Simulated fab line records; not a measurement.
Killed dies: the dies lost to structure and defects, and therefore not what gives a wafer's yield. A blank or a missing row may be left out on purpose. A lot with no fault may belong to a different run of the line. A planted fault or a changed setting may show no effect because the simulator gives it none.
fab line records :: flow n5_finfet :: part 2 of 2: steps 22 to 31 of 31
record:
  lots: 5
  wafers: 15
  last_day: 17
route steps=1938 shown HKMG_FIN@386
lots untouched by any fault: they come from a run of this same line in which no faults occurred
start_h: start of the lot's first displayed wafer, in hours after the record's first day :: wait_h: hours since the lot's step before :: " same as the row above :: L1.1+2: one row covering several wafers at once :: - no value, or no start given :: * or withheld: withheld :: < > ~ a bound
route shown NAME@n: names a module that has steps shown in the file, with the first one's number in the route :: usual: mean/standard deviation of fault-free wafers :: same: alike in all rows :: chamber/n: place in a boat :: sites: readings site by site :: _std_site: standard deviation across them :: _edge_site: the outer-site mean with the inner-site mean subtracted :: radius_mm: how far each site lies from the wafer's centre :: mask NAME#n: copy n :: behind: tool/chamber where the wafer was last shaped :: hold: reason for holding the lot/hours on hold/outcome of the hold :: device: which transistor (n, p or np) failed to switch :: end of line: the same wafers' tests at the end of the route :: a step with no rows: only its recipe :: killed: the dies lost at the first sort to structure and to defects; this is not the yield of the wafer :: map: a wafer's dies, x killed, . not, _ none there
set.NAME: setting as actually run; set.NAME@STEP: the setting as run at that earlier step :: model.NAME: the simulator's own value behind a step, which no gauge read
lots seen at some steps along the route; tables by step, rows by wafer
services: when a tool's chamber went out of use (start_h, in hours from the record's first day, below 0 if earlier), for how many hours, and the reason
== steps ==
step: N5_HKMG_FIN_STRIP_93
recipe:
  chemistry: N2/H2
  material: SOC
  time_s: 20
  power_w: 500
  temp_c: 40
  pressure_mtorr: 50
  rf_frequency_hz: 6e+07
  bias_power_w: 8
  h2_frac: 0.5
  n2_flow_sccm: 300
  h2_flow_sccm: 300
usual:
  drypump_motor_current_A: 5.9/0.43
  oes_product_au: 0.74/0.065
  rf_vpp_V: 54.2/0.84
  showerhead_plenum_p_Torr: 3.36/0.11
  throttle_valve_pct: 19.02/0.28
lot.wafer: L085.1
tool: rie_diel-02
chamber: 3
start_h: 140.01
wait_h: 0.2
drypump_motor_current_A: 6.0
oes_product_au: 0.87
rf_hours_counter_h: 35
rf_vpp_V: 54.9
showerhead_plenum_p_Torr: 3.27
throttle_valve_pct: 18.75

lot.wafer: L085.4
tool: rie_diel-02
chamber: 2
start_h: 140.01
wait_h: 0.2
drypump_motor_current_A: 5.8
oes_product_au: 0.68
rf_hours_counter_h: 234
rf_vpp_V: 54.0
showerhead_plenum_p_Torr: 3.30
throttle_valve_pct: 19.42

lot.wafer: L085.6
tool: rie_diel-02
chamber: 3
start_h: 140.01
wait_h: 0.2
drypump_motor_current_A: 5.9
oes_product_au: 0.88
rf_hours_counter_h: -
rf_vpp_V: 54.3
showerhead_plenum_p_Torr: 3.27
throttle_valve_pct: 18.77

lot.wafer: L089.1
tool: rie_diel-02
chamber: 3
start_h: 167.99
wait_h: 0.2
drypump_motor_current_A: 6.0
oes_product_au: 0.87
rf_hours_counter_h: 43
rf_vpp_V: 54.1
showerhead_plenum_p_Torr: 3.26
throttle_valve_pct: 18.76

lot.wafer: L089.2
tool: rie_diel-02
chamber: 1
start_h: 167.99
wait_h: 0.2
drypump_motor_current_A: 5.4
oes_product_au: 0.73
rf_hours_counter_h: 179
rf_vpp_V: 53.6
showerhead_plenum_p_Torr: 3.50
throttle_valve_pct: 19.13

lot.wafer: L089.3
tool: rie_diel-02
chamber: 0
start_h: 167.99
wait_h: 0.2
drypump_motor_current_A: 6.4
oes_product_au: 0.76
rf_hours_counter_h: 142
rf_vpp_V: 54.5
showerhead_plenum_p_Torr: 3.10
throttle_valve_pct: 18.92

lot.wafer: L091.2
tool: rie_diel-02
chamber: 1
start_h: 177.63
wait_h: 0.2
drypump_motor_current_A: 5.4
oes_product_au: 0.72
rf_hours_counter_h: 182
rf_vpp_V: 53.2
showerhead_plenum_p_Torr: 3.50
throttle_valve_pct: 19.14

lot.wafer: L091.4
tool: rie_diel-02
chamber: 3
start_h: 177.63
wait_h: 0.2
drypump_motor_current_A: 6.0
oes_product_au: 0.87
rf_hours_counter_h: 46
rf_vpp_V: 54.4
showerhead_plenum_p_Torr: 3.26
throttle_valve_pct: 18.78

lot.wafer: L091.6
tool: rie_diel-02
chamber: 0
start_h: 177.63
wait_h: 0.2
drypump_motor_current_A: 6.4
oes_product_au: 0.74
rf_hours_counter_h: -
rf_vpp_V: 53.0
showerhead_plenum_p_Torr: 3.10
throttle_valve_pct: 18.90

lot.wafer: L092.3
tool: rie_diel-03
chamber: 2
start_h: 186.94
wait_h: 0.2
drypump_motor_current_A: 5.5
oes_product_au: 0.68
rf_hours_counter_h: 244
rf_vpp_V: 55.1
showerhead_plenum_p_Torr: 3.29
throttle_valve_pct: 19.15

lot.wafer: L092.4
tool: rie_diel-03
chamber: 1
start_h: 186.94
wait_h: 0.2
drypump_motor_current_A: 6.4
oes_product_au: 0.76
rf_hours_counter_h: 123
rf_vpp_V: 53.2
showerhead_plenum_p_Torr: 3.36
throttle_valve_pct: 18.78

lot.wafer: L092.5
tool: rie_diel-03
chamber: 0
start_h: 186.94
wait_h: 0.2
drypump_motor_current_A: 6.3
oes_product_au: 0.67
rf_hours_counter_h: -
rf_vpp_V: 53.4
showerhead_plenum_p_Torr: 3.31
throttle_valve_pct: 19.07

lot.wafer: L094.2
tool: rie_diel-05
chamber: 3
start_h: 198.68
wait_h: 0.2
drypump_motor_current_A: 6.5
oes_product_au: 0.70
rf_hours_counter_h: 211
rf_vpp_V: 55.8
showerhead_plenum_p_Torr: 3.48
throttle_valve_pct: 19.67

lot.wafer: L094.3
tool: rie_diel-05
chamber: 0
start_h: 198.68
wait_h: 0.2
drypump_motor_current_A: 5.8
oes_product_au: 0.70
rf_hours_counter_h: 228
rf_vpp_V: 53.8
showerhead_plenum_p_Torr: 3.44
throttle_valve_pct: 18.95

lot.wafer: L094.4
tool: rie_diel-05
chamber: 2
start_h: 198.68
wait_h: 0.2
drypump_motor_current_A: 5.5
oes_product_au: 0.88
rf_hours_counter_h: -
rf_vpp_V: 53.7
showerhead_plenum_p_Torr: 3.28
throttle_valve_pct: 18.46
step: N5_HKMG_FIN_WET_ETCH_76
recipe:
  chemistry: dNH4OH
  mix: 1:50
  temp_c: 25
  target: Al2O3
  stop_on: La2O3
  target_depth_nm: 2.25
  dry: ipa_marangoni
  rinse_time_s: 30
  rinse_temp_c: 23
lot.wafer: L085.1+4+6
tool: wet_bench-03
chamber: 0,5,1
start_h: 140.10
wait_h: 0.1

lot.wafer: L089.1+2+3
tool: wet_bench-01
chamber: 4,1,3
start_h: 168.09
wait_h: 0.1

lot.wafer: L091.2+4+6
tool: wet_bench-01
chamber: 1,0,5
start_h: 177.72
wait_h: 0.1

lot.wafer: L092.3+4+5
tool: wet_bench-01
chamber: 3,5,1
start_h: 187.03
wait_h: 0.1

lot.wafer: L094.2+3+4
tool: wet_bench-06
chamber: 3,7,4
start_h: 198.76
wait_h: 0.1
step: N5_HKMG_FIN_STRIP_60
recipe:
  chemistry: N2/H2
  power_w: 2500
  temp_c: 300
  h2_frac: 0.65
  time_s: 360
  pressure_mtorr: withheld
  n2_flow_sccm: 1750
  h2_flow_sccm: 3250
usual:
  drypump_motor_current_A: 5.66/0.28
  heater_power_w: 449/39
lot.wafer: L085.1
tool: plasma_asher-01
chamber: 0
start_h: 140.17
wait_h: 0.0
drypump_motor_current_A: 5.72
heater_power_w: 427
rf_hours_counter_h: 82

lot.wafer: L085.4
tool: plasma_asher-01
chamber: 0
start_h: 140.17
wait_h: 0.0
drypump_motor_current_A: 5.70
heater_power_w: 438
rf_hours_counter_h: -

lot.wafer: L085.6
tool: plasma_asher-01
chamber: 1
start_h: 140.17
wait_h: 0.0
drypump_motor_current_A: 6.02
heater_power_w: 406
rf_hours_counter_h: -

lot.wafer: L089.1
tool: plasma_asher-01
chamber: 1
start_h: 168.15
wait_h: 0.0
drypump_motor_current_A: 6.00
heater_power_w: 403
rf_hours_counter_h: 88

lot.wafer: L089.2
tool: plasma_asher-01
chamber: 0
start_h: 168.15
wait_h: 0.0
drypump_motor_current_A: 5.75
heater_power_w: 433
rf_hours_counter_h: 88

lot.wafer: L089.3
tool: plasma_asher-01
chamber: 1
start_h: 168.15
wait_h: 0.0
drypump_motor_current_A: 6.01
heater_power_w: 414
rf_hours_counter_h: -

lot.wafer: L091.2
tool: plasma_asher-02
chamber: 0
start_h: 177.79
wait_h: 0.0
drypump_motor_current_A: 5.36
heater_power_w: 493
rf_hours_counter_h: 55

lot.wafer: L091.4
tool: plasma_asher-02
chamber: 1
start_h: 177.79
wait_h: 0.0
drypump_motor_current_A: 5.35
heater_power_w: 503
rf_hours_counter_h: -

lot.wafer: L091.6
tool: plasma_asher-02
chamber: 0
start_h: 177.79
wait_h: 0.0
drypump_motor_current_A: 5.35
heater_power_w: 476
rf_hours_counter_h: -

lot.wafer: L092.3
tool: plasma_asher-02
chamber: 0
start_h: 187.21
wait_h: 0.1
drypump_motor_current_A: 5.36
heater_power_w: 478
rf_hours_counter_h: -

lot.wafer: L092.4
tool: plasma_asher-02
chamber: 1
start_h: 187.21
wait_h: 0.1
drypump_motor_current_A: 5.37
heater_power_w: 493
rf_hours_counter_h: -

lot.wafer: L092.5
tool: plasma_asher-02
chamber: 1
start_h: 187.21
wait_h: 0.1
drypump_motor_current_A: 5.36
heater_power_w: 492
rf_hours_counter_h: -

lot.wafer: L094.2
tool: plasma_asher-01
chamber: 0
start_h: 198.83
wait_h: 0.0
drypump_motor_current_A: 5.71
heater_power_w: 427
rf_hours_counter_h: 94

lot.wafer: L094.3
tool: plasma_asher-01
chamber: 0
start_h: 198.83
wait_h: 0.0
drypump_motor_current_A: 5.73
heater_power_w: 432
rf_hours_counter_h: -

lot.wafer: L094.4
tool: plasma_asher-01
chamber: 1
start_h: 198.83
wait_h: 0.0
drypump_motor_current_A: 6.01
heater_power_w: 405
rf_hours_counter_h: -
step: N5_HKMG_FIN_WET_ETCH_77
recipe:
  chemistry: dHCl
  mix: 1:10000
  temp_c: 25
  target: La2O3
  stop_on: HfO2
  target_depth_nm: 2
lot.wafer: L085.1+4+6
tool: wet_bench-06
chamber: 7,3,4
start_h: 140.56
wait_h: 0.3

lot.wafer: L089.1+2+3
tool: wet_bench-01
chamber: 2,4,5
start_h: 168.54
wait_h: 0.3

lot.wafer: L091.2+4+6
tool: wet_bench-06
chamber: 5,2,6
start_h: 178.18
wait_h: 0.3

lot.wafer: L092.3+4+5
tool: wet_bench-01
chamber: 1,7,3
start_h: 187.48
wait_h: 0.1

lot.wafer: L094.2+3+4
tool: wet_bench-06
chamber: 0,4,3
start_h: 199.21
wait_h: 0.3
step: N5_HKMG_FIN_WET_ETCH_78
recipe:
  chemistry: dNH4OH
  mix: 1:50
  temp_c: 25
  target: Al2O3
  stop_on: La2O3
  target_depth_nm: 4.5
  dry: ipa_marangoni
  rinse_time_s: 30
  rinse_temp_c: 23
lot.wafer: L085.1+4+6
tool: wet_bench-06
chamber: 7,3,4
start_h: 140.59
wait_h: 0.0

lot.wafer: L089.1+2+3
tool: wet_bench-01
chamber: 2,4,5
start_h: 168.57
wait_h: 0.0

lot.wafer: L091.2+4+6
tool: wet_bench-06
chamber: 5,2,6
start_h: 178.21
wait_h: 0.0

lot.wafer: L092.3+4+5
tool: wet_bench-01
chamber: 1,7,3
start_h: 187.51
wait_h: 0.0

lot.wafer: L094.2+3+4
tool: wet_bench-06
chamber: 0,4,3
start_h: 199.24
wait_h: 0.0
step: N5_HKMG_FIN_ALD_79
recipe:
  material: TiN
  target_thk_a: 15
  temp_c: 400
  ald_precursor_family: TiCl4
  ald_co_reactant: NH3
  pulse_time_s: 1
  purge_time_s: 3
  co_reactant_purge_time_s: 2
  co_reactant_pulse_time_s: 2
  ald_cycles: 68
  pressure_torr: 3
usual:
  heater_power_w: 832/110
  precursor_pulse_height_rel: 1.001/0.021
  susceptor_temp_C: 400.00/0.22
same:
  ald_cycles: 68
lot.wafer: L085.1
tool: ald_metal-03
chamber: 1
start_h: 140.66
wait_h: 0.0
heater_power_w: 812
precursor_pulse_height_rel: 0.981
susceptor_temp_C: 400.16

lot.wafer: L085.4
tool: ald_metal-03
chamber: 0
start_h: 140.66
wait_h: 0.0
heater_power_w: 747
precursor_pulse_height_rel: 1.005
susceptor_temp_C: 400.10

lot.wafer: L085.6
tool: ald_metal-03
chamber: 1
start_h: 140.66
wait_h: 0.0
heater_power_w: 839
precursor_pulse_height_rel: 0.987
susceptor_temp_C: 399.92

lot.wafer: L089.1
tool: ald_metal-04
chamber: 0
start_h: 168.64
wait_h: 0.0
heater_power_w: 808
precursor_pulse_height_rel: 1.004
susceptor_temp_C: 399.94

lot.wafer: L089.2
tool: ald_metal-04
chamber: 2
start_h: 168.64
wait_h: 0.0
heater_power_w: 750
precursor_pulse_height_rel: 1.002
susceptor_temp_C: 400.18

lot.wafer: L089.3
tool: ald_metal-04
chamber: 1
start_h: 168.64
wait_h: 0.0
heater_power_w: 778
precursor_pulse_height_rel: 1.029
susceptor_temp_C: 400.08

lot.wafer: L091.2
tool: ald_metal-04
chamber: 2
start_h: 178.28
wait_h: 0.0
heater_power_w: 780
precursor_pulse_height_rel: 1.020
susceptor_temp_C: 400.26

lot.wafer: L091.4
tool: ald_metal-04
chamber: 1
start_h: 178.28
wait_h: 0.0
heater_power_w: 775
precursor_pulse_height_rel: 0.986
susceptor_temp_C: 399.93

lot.wafer: L091.6
tool: ald_metal-04
chamber: 0
start_h: 178.28
wait_h: 0.0
heater_power_w: 811
precursor_pulse_height_rel: 0.993
susceptor_temp_C: 399.88

lot.wafer: L092.3
tool: ald_metal-03
chamber: 3
start_h: 187.58
wait_h: 0.0
heater_power_w: 1149
precursor_pulse_height_rel: 1.025
susceptor_temp_C: 399.98

lot.wafer: L092.4
tool: ald_metal-03
chamber: 1
start_h: 187.58
wait_h: 0.0
heater_power_w: 819
precursor_pulse_height_rel: 0.965
susceptor_temp_C: 400.12

lot.wafer: L092.5
tool: ald_metal-03
chamber: 1
start_h: 187.58
wait_h: 0.0
heater_power_w: 835
precursor_pulse_height_rel: 0.997
susceptor_temp_C: 400.52

lot.wafer: L094.2
tool: ald_metal-04
chamber: 0
start_h: 199.31
wait_h: 0.0
heater_power_w: 789
precursor_pulse_height_rel: 1.001
susceptor_temp_C: 399.99

lot.wafer: L094.3
tool: ald_metal-04
chamber: 2
start_h: 199.31
wait_h: 0.0
heater_power_w: 762
precursor_pulse_height_rel: 1.026
susceptor_temp_C: 399.93

lot.wafer: L094.4
tool: ald_metal-04
chamber: 1
start_h: 199.31
wait_h: 0.0
heater_power_w: 786
precursor_pulse_height_rel: 1.017
susceptor_temp_C: 400.08
step: N5_HKMG_FIN_CVD_62
recipe:
  material: a-Si
  target_thk_a: 30
  temp_c: 500
  precursor: Si2H6
  pressure_torr: 1
  time_s: 20.8
usual:
  heater_power_w: 1473/200
  susceptor_temp_C: 499.99/0.26
lot.wafer: L085.1
tool: thermal_cvd_si-02
chamber: 2
start_h: 141.02
wait_h: 0.2
heater_power_w: 1746
susceptor_temp_C: 500.02

lot.wafer: L085.4
tool: thermal_cvd_si-02
chamber: 1
start_h: 141.02
wait_h: 0.2
heater_power_w: 1178
susceptor_temp_C: 499.87

lot.wafer: L085.6
tool: thermal_cvd_si-02
chamber: 2
start_h: 141.02
wait_h: 0.2
heater_power_w: 1706
susceptor_temp_C: 499.83

lot.wafer: L089.1
tool: thermal_cvd_si-02
chamber: 2
start_h: 169.00
wait_h: 0.2
heater_power_w: 1721
susceptor_temp_C: 500.02

lot.wafer: L089.2
tool: thermal_cvd_si-02
chamber: 1
start_h: 169.00
wait_h: 0.2
heater_power_w: 1257
susceptor_temp_C: 500.44

lot.wafer: L089.3
tool: thermal_cvd_si-02
chamber: 1
start_h: 169.00
wait_h: 0.2
heater_power_w: 1224
susceptor_temp_C: 499.91

lot.wafer: L091.2
tool: thermal_cvd_si-02
chamber: 2
start_h: 178.64
wait_h: 0.2
heater_power_w: 1728
susceptor_temp_C: 499.65

lot.wafer: L091.4
tool: thermal_cvd_si-02
chamber: 1
start_h: 178.64
wait_h: 0.2
heater_power_w: 1196
susceptor_temp_C: 500.44

lot.wafer: L091.6
tool: thermal_cvd_si-02
chamber: 2
start_h: 178.64
wait_h: 0.2
heater_power_w: 1735
susceptor_temp_C: 499.96

lot.wafer: L092.3
tool: thermal_cvd_si-01
chamber: 1
start_h: 187.94
wait_h: 0.2
heater_power_w: 1419
susceptor_temp_C: 499.71

lot.wafer: L092.4
tool: thermal_cvd_si-01
chamber: 2
start_h: 187.94
wait_h: 0.2
heater_power_w: 1407
susceptor_temp_C: 500.19

lot.wafer: L092.5
tool: thermal_cvd_si-01
chamber: 0
start_h: 187.94
wait_h: 0.2
heater_power_w: 1672
susceptor_temp_C: 499.74

lot.wafer: L094.2
tool: thermal_cvd_si-01
chamber: 1
start_h: 199.68
wait_h: 0.2
heater_power_w: 1420
susceptor_temp_C: 499.90

lot.wafer: L094.3
tool: thermal_cvd_si-01
chamber: 0
start_h: 199.68
wait_h: 0.2
heater_power_w: 1648
susceptor_temp_C: 500.16

lot.wafer: L094.4
tool: thermal_cvd_si-01
chamber: 0
start_h: 199.68
wait_h: 0.2
heater_power_w: 1680
susceptor_temp_C: 500.51
step: N5_HKMG_FIN_RTA_80
recipe:
  temp_c: withheld
  time_s: 2
  ambient: N2
  idle_temp_c: 600
  ramp_up_c_per_s: 150
  ramp_down_c_per_s: 60
  cool_to_c: 600
lot.wafer: L085.1+4+6
tool: rtp_anneal-01
chamber: 0
start_h: 141.21
wait_h: 0.1

lot.wafer: L089.1+2+3
tool: rtp_anneal-02
chamber: 0
start_h: 169.23
wait_h: 0.2

lot.wafer: L091.2+4+6
tool: rtp_anneal-01
chamber: 0
start_h: 179.74
wait_h: 1.0

lot.wafer: L092.3+4+5
tool: rtp_anneal-01
chamber: 0
start_h: 188.38
wait_h: 0.4

lot.wafer: L094.2+3+4
tool: rtp_anneal-01
chamber: 0
start_h: 199.83
wait_h: 0.1
step: N5_HKMG_FIN_PRECLEAN_64
recipe:
  chemistry: dHF
  time_s: 30
  temp_c: 25
  dilution: withheld
lot.wafer: L085.1+4+6
tool: wet_bench-03
chamber: 3,1,2
start_h: 141.35
wait_h: 0.1

lot.wafer: L089.1+2+3
tool: wet_bench-03
chamber: 6,5,4
start_h: 169.39
wait_h: 0.1

lot.wafer: L091.2+4+6
tool: wet_bench-03
chamber: 2,0,7
start_h: 179.86
wait_h: 0.1

lot.wafer: L092.3+4+5
tool: wet_bench-03
chamber: 3,4,2
start_h: 188.49
wait_h: 0.1

lot.wafer: L094.2+3+4
tool: wet_bench-03
chamber: 1,0,6
start_h: 199.95
wait_h: 0.1
step: N5_HKMG_FIN_WET_ETCH_65
recipe:
  chemistry: TMAH
  temp_c: 70
  conc_wt_pct: 5
  target: a-Si
  stop_on: TiN
  time_s: 49
  target_depth_nm: 3
lot.wafer: L085.1+4+6
tool: wet_bench-03
chamber: 3,1,2
start_h: 141.37
wait_h: 0.0

lot.wafer: L089.1+2+3
tool: wet_bench-03
chamber: 6,5,4
start_h: 169.40
wait_h: 0.0

lot.wafer: L091.2+4+6
tool: wet_bench-03
chamber: 2,0,7
start_h: 179.87
wait_h: 0.0

lot.wafer: L092.3+4+5
tool: wet_bench-03
chamber: 3,4,2
start_h: 188.50
wait_h: 0.0

lot.wafer: L094.2+3+4
tool: wet_bench-03
chamber: 1,0,6
start_h: 199.97
wait_h: 0.0
== services ==
tool: ald_metal-03
chamber: -
start_h: 115.71
hours: 1.9
kind: repair

tool: arfi_scanner-01
chamber: -
start_h: 116.60
hours: 0.4
kind: repair

tool: arfi_scanner-03
chamber: -
start_h: 118.48
hours: 1.0
kind: pm

tool: wet_bench-03
chamber: -
start_h: 126.52
hours: 0.6
kind: repair

tool: ald_hk-02
chamber: -
start_h: 137.68
hours: 1.9
kind: repair

tool: rie_diel-05
chamber: 1
start_h: 141.45
hours: 1.7
kind: repair

tool: litho_track-01
chamber: -
start_h: 142.89
hours: -
kind: consumable_replace:filter

tool: ald_hk-01
chamber: -
start_h: 142.99
hours: 2.2
kind: repair

tool: ald_metal-03
chamber: 1
start_h: 144.11
hours: 24.1
kind: repair

tool: wet_bench-06
chamber: -
start_h: 145.97
hours: 24.5
kind: repair

tool: ald_metal-03
chamber: 3
start_h: 149.19
hours: 3.7
kind: repair

tool: ald_hk-01
chamber: -
start_h: 150.10
hours: 2.7
kind: pm

tool: wet_bench-03
chamber: -
start_h: 150.44
hours: 1.5
kind: repair

tool: thermal_cvd_si-02
chamber: 2
start_h: 151.37
hours: 16.2
kind: repair

tool: arfi_scanner-03
chamber: -
start_h: 155.32
hours: 3.1
kind: pm

tool: arfi_scanner-03
chamber: -
start_h: 159.46
hours: 9.0
kind: repair

tool: rtp_anneal-02
chamber: -
start_h: 172.88
hours: 68.0
kind: pm

tool: arfi_scanner-03
chamber: -
start_h: 173.58
hours: 0.8
kind: pm

tool: arfi_scanner-03
chamber: -
start_h: 174.61
hours: 1.5
kind: repair

tool: plasma_asher-02
chamber: -
start_h: 180.79
hours: 0.7
kind: repair

tool: rie_diel-02
chamber: 2
start_h: 188.84
hours: -
kind: clean

tool: rie_diel-02
chamber: 2
start_h: 188.84
hours: -
kind: consumable_replace:focus_ring

tool: rie_diel-02
chamber: 2
start_h: 188.84
hours: 16.3
kind: scheduled_down

tool: arfi_scanner-01
chamber: -
start_h: 196.53
hours: 1.3
kind: pm
